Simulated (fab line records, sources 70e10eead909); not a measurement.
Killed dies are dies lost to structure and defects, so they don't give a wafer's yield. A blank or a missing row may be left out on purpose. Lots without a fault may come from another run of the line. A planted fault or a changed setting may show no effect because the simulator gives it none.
fab line records | flow nand_harc | part 2 of 2: steps 5 to 5 of 5
record lots=12 wafers=36 last_day=34
route steps=1302 shown A_SLIT@940 A_WL_FILL@958 END@1302
lots that met no fault: from a run of the same line without faults
start_h: hours from the record's first day to the start of the lot's first wafer shown | wait_h: hours since the lot's step before | " the same as in the row above | L1.1+2: a row that stands for several wafers | - no value, or no start given | * or withheld: withheld | < > ~ a bound
route shown NAME@n: a module of which the file shows steps, and the number in the route of the first | usual: mean/standard deviation of fault-free wafers | same: alike in all rows | chamber/n: place in a boat | sites: the reading at each site | _std_site: their standard deviation | _edge_site: outer sites' mean less inner sites' | radius_mm: how far each site lies from the wafer's centre | mask NAME#n: copy n | behind: the tool/chamber that last shaped the wafer | hold: why the lot was held/for how many hours/how that ended | device: the transistor (n, p or np) that didn't switch | end of line: the same wafers' tests at the end of the route | a step without rows: its recipe alone | killed: dies lost to structure and defects at the first sort, not the wafer's yield | map: a wafer's dies, x killed, . not, _ none there
set.NAME: the setting as run; set.NAME@STEP: as run at that earlier step | model.NAME: the simulator's own value behind a step, which no gauge read
steps of the route over a sample of lots; a table a step, a row a wafer
services: from which hour (start_h, from the record's first day; less than 0 if before it) a tool's chamber was out of use, for how many hours, and why
## steps
# step NHARC_END_SORT_01
# recipe temp_c=25
# usual killed_at_array=58/15 killed_at_other=0.8/1.2 killed_at_periphery=3.5/2.5 killed_dies=62/15 killed_open=3.2/1.7 killed_short=2.4/1.5
# same gross_dies=677
# columns lot.wafer tool chamber start_h wait_h hold killed_at_array killed_at_other killed_at_periphery killed_dies killed_open killed_short
L742.3 prober-02 0 556.97 3.1 - 71 2 0 73 4 2
L742.5 prober-02 0 558.58 3.7 - 66 0 4 70 5 2
L742.6 prober-02 0 559.39 4.0 - 82 0 0 82 5 1
L744.2 prober-01 0 566.79 2.8 - 79 0 0 79 2 2
L744.3 prober-01 0 567.59 3.1 - 60 1 3 64 1 5
L744.6 prober-01 0 570.01 4.0 - 66 0 1 67 1 3
L743.2 prober-02 0 566.79 2.8 - 59 0 2 61 2 0
L743.5 prober-02 0 569.16 3.7 - 54 1 3 58 3 1
L743.6 prober-02 0 569.95 3.9 - 58 0 4 62 5 1
L747.1 prober-01 0 595.81 2.5 - 43 1 6 50 4 2
L747.3 prober-01 0 597.44 3.1 - 48 0 3 51 5 2
L747.5 prober-01 0 599.06 3.8 - 58 1 3 62 2 4
L749.1 prober-02 0 644.12 2.5 - 61 2 8 71 8 3
L749.3 prober-02 0 645.73 3.1 - 67 1 5 73 4 3
L749.6 prober-02 0 648.15 4.0 - 53 1 7 61 2 2
L757.1 prober-01 0 707.98 2.5 await_dispo/2.9h/scrap 673 1 3 677 8 1
L757.2 prober-01 0 708.78 2.8 await_dispo/2.9h/scrap 675 0 2 677 4 3
L757.5 prober-01 0 711.15 3.7 await_dispo/2.9h/scrap 674 0 3 677 7 1
L755.1 prober-02 0 708.06 2.5 await_dispo/1.0h/scrap 674 0 3 677 3 4
L755.2 prober-02 0 708.86 2.8 await_dispo/1.0h/scrap 671 0 6 677 3 3
L755.3 prober-02 0 709.66 3.1 await_dispo/1.0h/scrap 669 0 8 677 3 3
L760.1 prober-02 0 749.96 2.5 - 39 0 10 49 4 1
L760.4 prober-02 0 752.38 3.4 - 51 0 4 55 2 2
L760.6 prober-02 0 754.00 4.0 - 49 0 5 54 3 1
L762.3 prober-01 0 763.20 3.1 - 68 2 3 73 4 3
L762.4 prober-01 0 764.00 3.4 - 67 0 3 70 2 3
L762.6 prober-01 0 765.61 4.0 - 55 2 1 58 3 0
L763.1 prober-02 0 772.56 2.5 - 57 1 5 63 3 5
L763.4 prober-02 0 774.97 3.4 - 63 0 1 64 3 1
L763.5 prober-02 0 775.77 3.7 - 61 0 5 66 3 4
L765.3 prober-01 0 788.48 3.1 - 44 4 1 49 2 5
L765.4 prober-01 0 789.28 3.4 - 55 3 2 60 3 3
L765.6 prober-01 0 790.88 4.0 - 49 1 2 52 2 4
L764.2 prober-01 0 823.84 2.8 - 52 1 3 56 3 3
L764.3 prober-01 0 824.65 3.1 - 53 0 2 55 2 1
L764.6 prober-01 0 827.07 4.0 - 56 0 2 58 1 5
# killed by level:class
L742.3 A_CHANNEL_HOLE_D1:chamber_film_flake=30 A_CHANNEL_HOLE_D2:chamber_film_flake=18 A_SLIT:chamber_film_flake=11 A_STAIRCASE:chamber_film_flake=5 THIN_TSV:chamber_film_flake=2 A_CHANNEL_FILL_D1:geometric_particle:open=1 A_ONON_D2:geometric_particle:open=1 A_CHANNEL_FILL_D2:geometric_particle:short=1
L742.5 A_CHANNEL_HOLE_D2:chamber_film_flake=22 A_CHANNEL_HOLE_D1:chamber_film_flake=17 A_SLIT:chamber_film_flake=14 A_STAIRCASE:chamber_film_flake=4 A_CONTACT:chamber_film_flake=4 P_M0:geometric_particle:open=2 P_CONTACT:geometric_particle:open=1 A_CHANNEL_FILL_D1:geometric_particle:open=1
L742.6 A_CHANNEL_HOLE_D1:chamber_film_flake=24 A_CHANNEL_HOLE_D2:chamber_film_flake=22 A_SLIT:chamber_film_flake=19 A_M0:geometric_particle:open=3 A_STAIRCASE:chamber_film_flake=3 A_CONTACT:chamber_film_flake=3 A_CHANNEL_FILL_D2:chamber_film_flake=2 A_ONON_D2:geometric_particle:open=1
L744.2 A_CHANNEL_HOLE_D1:chamber_film_flake=35 A_SLIT:chamber_film_flake=28 A_CHANNEL_HOLE_D2:chamber_film_flake=6 A_STAIRCASE:chamber_film_flake=3 A_CONTACT:chamber_film_flake=3 A_ONON_D2:geometric_particle:short=2 A_CHANNEL_HOLE_D1:geometric_particle:open=1 A_WL_FILL:geometric_particle:open=1
L743.2 A_CHANNEL_HOLE_D2:chamber_film_flake=35 A_STAIRCASE:chamber_film_flake=10 A_ZERO_WELL:chamber_film_flake=4 A_WL_FILL:chamber_film_flake=3 A_CHANNEL_HOLE_D1:chamber_film_flake=2 A_CONTACT:chamber_film_flake=2 A_ONON_D1:geometric_particle:open=1 A_CHANNEL_FILL_D1:geometric_particle:open=1
L744.3 A_CHANNEL_HOLE_D1:chamber_film_flake=26 A_SLIT:chamber_film_flake=16 A_CHANNEL_HOLE_D2:chamber_film_flake=7 A_CONTACT:chamber_film_flake=4 A_STAIRCASE:chamber_film_flake=3 P_M0:geometric_particle:short=1 P_M0:geometric_particle:open=1 A_CHANNEL_FILL_D1:geometric_particle:short=1
L743.5 A_CHANNEL_HOLE_D2:chamber_film_flake=35 A_STAIRCASE:chamber_film_flake=4 A_ZERO_WELL:chamber_film_flake=3 A_WL_FILL:chamber_film_flake=3 A_CONTACT:chamber_film_flake=3 A_CHANNEL_HOLE_D1:chamber_film_flake=2 A_ONON_D1:geometric_particle:open=1 A_ONON_D2:geometric_particle:open=1
L743.6 A_CHANNEL_HOLE_D2:chamber_film_flake=34 A_STAIRCASE:chamber_film_flake=6 A_CONTACT:chamber_film_flake=4 A_ZERO_WELL:chamber_film_flake=3 A_WL_FILL:chamber_film_flake=3 A_CHANNEL_FILL_D1:chamber_film_flake=2 P_GATE:geometric_particle:open=1 A_SOURCE_PLATE:geometric_particle:open=1
L744.6 A_CHANNEL_HOLE_D1:chamber_film_flake=34 A_SLIT:chamber_film_flake=17 A_CHANNEL_HOLE_D2:chamber_film_flake=9 A_CONTACT:chamber_film_flake=2 A_ONON_D1:geometric_particle:short=1 A_CHANNEL_FILL_D1:geometric_particle:short=1 A_CHANNEL_FILL_D2:geometric_particle:short=1 A_CHANNEL_FILL_D2:geometric_particle:open=1
L747.1 A_CHANNEL_HOLE_D1:chamber_film_flake=24 A_CHANNEL_HOLE_D2:chamber_film_flake=12 P_ZERO_WELL:chamber_film_flake=2 A_ZERO_WELL:chamber_film_flake=2 A_CONTACT:chamber_film_flake=2 P_STI:geometric_particle:open=1 P_GATE:geometric_particle:open=1 P_CONTACT:geometric_particle:short=1
L747.3 A_CHANNEL_HOLE_D1:chamber_film_flake=30 A_CHANNEL_HOLE_D2:chamber_film_flake=7 A_CONTACT:chamber_film_flake=3 A_BLC:geometric_particle:open=2 P_M2:chamber_film_flake=2 A_ONON_D1:geometric_particle:short=1 A_ONON_D1:geometric_particle:open=1 A_CHANNEL_FILL_D1:geometric_particle:short=1
L747.5 A_CHANNEL_HOLE_D1:chamber_film_flake=31 A_CHANNEL_HOLE_D2:chamber_film_flake=13 A_CONTACT:chamber_film_flake=4 A_M0:geometric_particle:open=2 A_SLIT:chamber_film_flake=2 A_WL_FILL:chamber_film_flake=2 P_CONTACT:geometric_particle:short=1 A_CHANNEL_FILL_D1:geometric_particle:short=1
L749.1 A_CHANNEL_HOLE_D2:chamber_film_flake=26 A_CONTACT:chamber_film_flake=8 A_STAIRCASE:chamber_film_flake=6 A_M1:chamber_film_flake=5 A_CHANNEL_HOLE_D1:chamber_film_flake=4 A_SLIT:chamber_film_flake=3 P_GATE:geometric_particle:open=2 A_CHANNEL_FILL_D1:geometric_particle:open=2
L749.3 A_CHANNEL_HOLE_D2:chamber_film_flake=34 A_STAIRCASE:chamber_film_flake=10 A_CHANNEL_HOLE_D1:chamber_film_flake=6 A_CONTACT:chamber_film_flake=5 P_ZERO_WELL:chamber_film_flake=3 P_CONTACT:geometric_particle:short=1 A_DECK1_JOINT:geometric_particle:open=1 A_DECK1_JOINT:geometric_particle:short=1
L749.6 A_CHANNEL_HOLE_D2:chamber_film_flake=29 A_CHANNEL_HOLE_D1:chamber_film_flake=5 A_SLIT:chamber_film_flake=5 A_STAIRCASE:chamber_film_flake=5 P_ZERO_WELL:chamber_film_flake=3 A_CONTACT:chamber_film_flake=3 P_BONDPAD:chamber_film_flake=2 A_M1:chamber_film_flake=2
L757.1 A_WL_FILL:area_etchback=621 A_SLIT:chamber_film_flake=33 A_CONTACT:chamber_film_flake=4 A_SGD_CUT:chamber_film_flake=3 A_CHANNEL_FILL_D1:geometric_particle:open=2 A_DECK1_JOINT:chamber_film_flake=2 A_CHANNEL_FILL_D2:chamber_film_flake=2 A_STAIRCASE:chamber_film_flake=2
L755.1 A_WL_FILL:area_etchback=638 A_CHANNEL_HOLE_D1:chamber_film_flake=12 A_CONTACT:chamber_film_flake=5 A_SLIT:chamber_film_flake=4 A_SOURCE_PLATE:geometric_particle:short=2 A_BLC:geometric_particle:open=2 A_DECK1_JOINT:chamber_film_flake=2 A_CHANNEL_HOLE_D2:chamber_film_flake=2
L757.2 A_WL_FILL:area_etchback=613 A_SLIT:chamber_film_flake=34 A_CHANNEL_HOLE_D1:chamber_film_flake=8 A_SGD_CUT:chamber_film_flake=5 A_CHANNEL_FILL_D2:chamber_film_flake=3 A_CONTACT:chamber_film_flake=3 A_ONON_D2:geometric_particle:short=2 A_STAIRCASE:chamber_film_flake=2
L755.2 A_WL_FILL:area_etchback=647 A_CHANNEL_HOLE_D1:chamber_film_flake=9 A_DECK1_JOINT:chamber_film_flake=4 A_CHANNEL_FILL_D1:chamber_film_flake=3 P_M0:geometric_particle:open=2 P_GATE:chamber_film_flake=2 P_CONTACT:geometric_particle:short=1 A_CHANNEL_HOLE_D1:geometric_particle:short=1
L755.3 A_WL_FILL:area_etchback=644 A_CONTACT:chamber_film_flake=8 A_CHANNEL_HOLE_D1:chamber_film_flake=4 P_STI:chamber_film_flake=3 A_SLIT:chamber_film_flake=3 P_GATE:chamber_film_flake=2 A_CHANNEL_HOLE_D2:chamber_film_flake=2 P_CONTACT:geometric_particle:short=1
L757.5 A_WL_FILL:area_etchback=617 A_SLIT:chamber_film_flake=33 A_STAIRCASE:chamber_film_flake=4 A_SGD_CUT:chamber_film_flake=4 A_CONTACT:chamber_film_flake=4 A_CHANNEL_HOLE_D1:chamber_film_flake=3 A_CHANNEL_HOLE_D2:geometric_particle:open=2 P_GATE:geometric_particle:open=1
L760.1 A_CHANNEL_HOLE_D1:chamber_film_flake=25 P_STI:chamber_film_flake=5 A_SLIT:chamber_film_flake=4 A_WL_FILL:chamber_film_flake=3 A_CHANNEL_FILL_D2:geometric_particle:open=2 P_M0:chamber_film_flake=2 A_BLC:geometric_particle:open=1 A_M0:geometric_particle:open=1
L760.4 A_CHANNEL_HOLE_D1:chamber_film_flake=39 A_SLIT:chamber_film_flake=4 P_STI:chamber_film_flake=3 A_WL_FILL:geometric_particle:short=2 A_M0:chamber_film_flake=2 A_ONON_D2:geometric_particle:open=1 A_CHANNEL_FILL_D2:geometric_particle:open=1 P_CONTACT:chamber_film_flake=1
L760.6 A_CHANNEL_HOLE_D1:chamber_film_flake=33 P_STI:chamber_film_flake=3 A_M0:chamber_film_flake=3 A_ONON_D2:geometric_particle:open=2 A_CHANNEL_FILL_D1:chamber_film_flake=2 A_CONTACT:chamber_film_flake=2 A_CHANNEL_FILL_D1:geometric_particle:open=1 A_ONON_D2:geometric_particle:short=1
L762.3 A_CHANNEL_HOLE_D2:chamber_film_flake=28 A_CHANNEL_HOLE_D1:chamber_film_flake=13 A_CONTACT:chamber_film_flake=10 A_SLIT:chamber_film_flake=8 A_WL_FILL:chamber_film_flake=2 THIN_TSV:chamber_film_flake=2 P_CONTACT:geometric_particle:open=1 P_M0:geometric_particle:open=1
L762.4 A_CHANNEL_HOLE_D2:chamber_film_flake=25 A_CHANNEL_HOLE_D1:chamber_film_flake=17 A_SLIT:chamber_film_flake=9 A_CONTACT:chamber_film_flake=6 P_GATE:geometric_particle:short=2 A_ZERO_WELL:chamber_film_flake=2 A_STAIRCASE:chamber_film_flake=2 A_WL_FILL:chamber_film_flake=2
L762.6 A_CHANNEL_HOLE_D2:chamber_film_flake=19 A_CONTACT:chamber_film_flake=12 A_CHANNEL_HOLE_D1:chamber_film_flake=9 A_SLIT:chamber_film_flake=4 A_STAIRCASE:chamber_film_flake=4 A_WL_FILL:chamber_film_flake=4 THIN_TSV:chamber_film_flake=2 P_M0:geometric_particle:open=1
L763.1 A_SLIT:chamber_film_flake=26 A_CHANNEL_HOLE_D1:chamber_film_flake=10 A_CHANNEL_HOLE_D2:chamber_film_flake=6 A_WL_FILL:chamber_film_flake=3 A_WL_FILL:geometric_particle:short=2 P_ZERO_WELL:chamber_film_flake=2 P_GATE:chamber_film_flake=2 A_ZERO_WELL:chamber_film_flake=2
L763.4 A_SLIT:chamber_film_flake=29 A_CHANNEL_HOLE_D1:chamber_film_flake=21 A_CHANNEL_HOLE_D2:chamber_film_flake=3 A_CHANNEL_FILL_D1:chamber_film_flake=2 A_CONTACT:chamber_film_flake=2 A_CHANNEL_HOLE_D1:geometric_particle:short=1 A_DECK1_JOINT:geometric_particle:open=1 A_ONON_D2:geometric_particle:open=1
L763.5 A_SLIT:chamber_film_flake=30 A_CHANNEL_HOLE_D2:chamber_film_flake=10 A_CHANNEL_HOLE_D1:chamber_film_flake=9 A_CHANNEL_FILL_D1:chamber_film_flake=4 A_ONON_D2:geometric_particle:short=2 P_GATE:chamber_film_flake=2 P_GATE:geometric_particle:open=1 P_M0:geometric_particle:short=1
L765.3 A_CHANNEL_HOLE_D1:chamber_film_flake=16 A_SLIT:chamber_film_flake=7 A_CONTACT:chamber_film_flake=5 A_BLC:chamber_film_flake=4 A_CHANNEL_HOLE_D2:chamber_film_flake=3 A_CHANNEL_FILL_D2:geometric_particle:short=2 STARTING-WAFER:geometric_particle:short=2 A_ZERO_WELL:chamber_film_flake=2
L765.4 A_CHANNEL_HOLE_D1:chamber_film_flake=29 A_SLIT:chamber_film_flake=11 A_CONTACT:chamber_film_flake=4 P_CONTACT:geometric_particle:open=2 HYBRID_BOND:chamber_film_flake=2 A_DECK1_JOINT:chamber_film_flake=2 A_STAIRCASE:chamber_film_flake=2 A_BLC:chamber_film_flake=2
L765.6 A_CHANNEL_HOLE_D1:chamber_film_flake=20 A_SLIT:chamber_film_flake=11 A_CONTACT:chamber_film_flake=4 A_ZERO_WELL:chamber_film_flake=3 A_DECK1_JOINT:chamber_film_flake=2 A_CHANNEL_HOLE_D2:chamber_film_flake=2 A_BLC:chamber_film_flake=2 P_M2:geometric_particle:open=1
L764.2 A_SLIT:chamber_film_flake=39 A_CONTACT:chamber_film_flake=4 A_CHANNEL_FILL_D1:chamber_film_flake=2 A_ONON_D1:geometric_particle:short=1 A_ONON_D1:geometric_particle:open=1 A_CHANNEL_FILL_D1:geometric_particle:open=1 A_WL_FILL:geometric_particle:open=1 A_BLC:geometric_particle:short=1
L764.3 A_SLIT:chamber_film_flake=34 A_CHANNEL_HOLE_D2:chamber_film_flake=5 A_STAIRCASE:chamber_film_flake=5 A_CONTACT:chamber_film_flake=3 A_WL_FILL:chamber_film_flake=2 P_BONDPAD:chamber_film_flake=2 A_CHANNEL_FILL_D1:geometric_particle:open=1 A_DECK1_JOINT:geometric_particle:open=1
L764.6 A_SLIT:chamber_film_flake=35 A_CONTACT:chamber_film_flake=6 A_STAIRCASE:chamber_film_flake=5 A_DECK1_JOINT:geometric_particle:short=3 A_M1:chamber_film_flake=2 P_M2:geometric_particle:open=1 A_CHANNEL_FILL_D1:geometric_particle:short=1 A_ONON_D2:geometric_particle:short=1
## services
# columns tool chamber start_h hours kind
rie_diel-10 2 437.43 6.2 repair
rie_diel-03 2 452.88 7.5 repair
rie_metal-02 - 454.00 9.0 pm
rie_diel-03 - 458.47 9.0 pm
rie_diel-09 0 468.96 21.8 repair
har_etch-01 - 474.64 1.0 repair
rie_metal-02 0 495.09 24.4 repair
rie_diel-09 - 497.10 9.0 pm
rie_diel-03 3 499.38 10.6 repair
rie_diel-09 1 518.58 29.3 repair
plasma_asher-01 - 519.00 9.0 pm
rie_metal-03 - 519.00 9.0 pm
rie_diel-03 2 571.53 16.5 repair
rie_diel-03 - 581.51 0.2 repair
rie_diel-03 3 584.47 3.3 repair
rie_diel-10 - 596.50 9.0 pm
plasma_asher-02 - 603.00 9.0 pm
rie_diel-10 2 619.67 6.2 repair
plasma_asher-01 - 666.84 3.5 repair
plasma_asher-02 - 670.12 11.2 repair
rie_diel-09 - 674.10 9.0 pm
plasma_asher-01 - 696.00 9.0 pm
rie_metal-03 - 696.00 9.0 pm
rie_diel-09 - 732.05 0.3 repair
## key
first_sign step=NHARC_A_WL_FILL_ETCHBACK_05 reading=tool_record direction=missing
effect step=NHARC_END_SORT_01 reading=killed_dies direction=up sigmas=42 usual=62 struck=677
more_kills_born_at NHARC_A_WL_FILL_ETCHBACK_05@rie_metal-01=1929 NHARC_A_WL_FILL_ETCHBACK_05@rie_metal-03=1851
met_at NHARC_A_WL_FILL_ETCHBACK_05
struck_lots L755,L757
later_rows_left_out L755.1,L755.2,L755.3,L757.1,L757.2,L757.5
tester_left_out L755,L757
not_acting_at NHARC_A_SLIT_ETCH_26,NHARC_A_WL_FILL_STRIP_27,NHARC_A_WL_FILL_STRIP_29
onset_between 504.81 608.40
fault kind=skipped_step_whole tool=rie_metal-01,rie_metal-03 chamber=- onset_h=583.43 steps=NHARC_A_WL_FILL_ETCHBACK_05 scope=struck_lots_only
# tester_left_out: of these lots the tester's yield and bins aren't shown, on N5 and GAA mostly nor the transistor test; their killed dies are dies lost to structure and defects alone, not to doping, threshold or leakage, so they don't give the yield
# later_rows_left_out: the simulator's readings of these wafers behind a module that went badly wrong aren't trusted and aren't shown, but for the sort
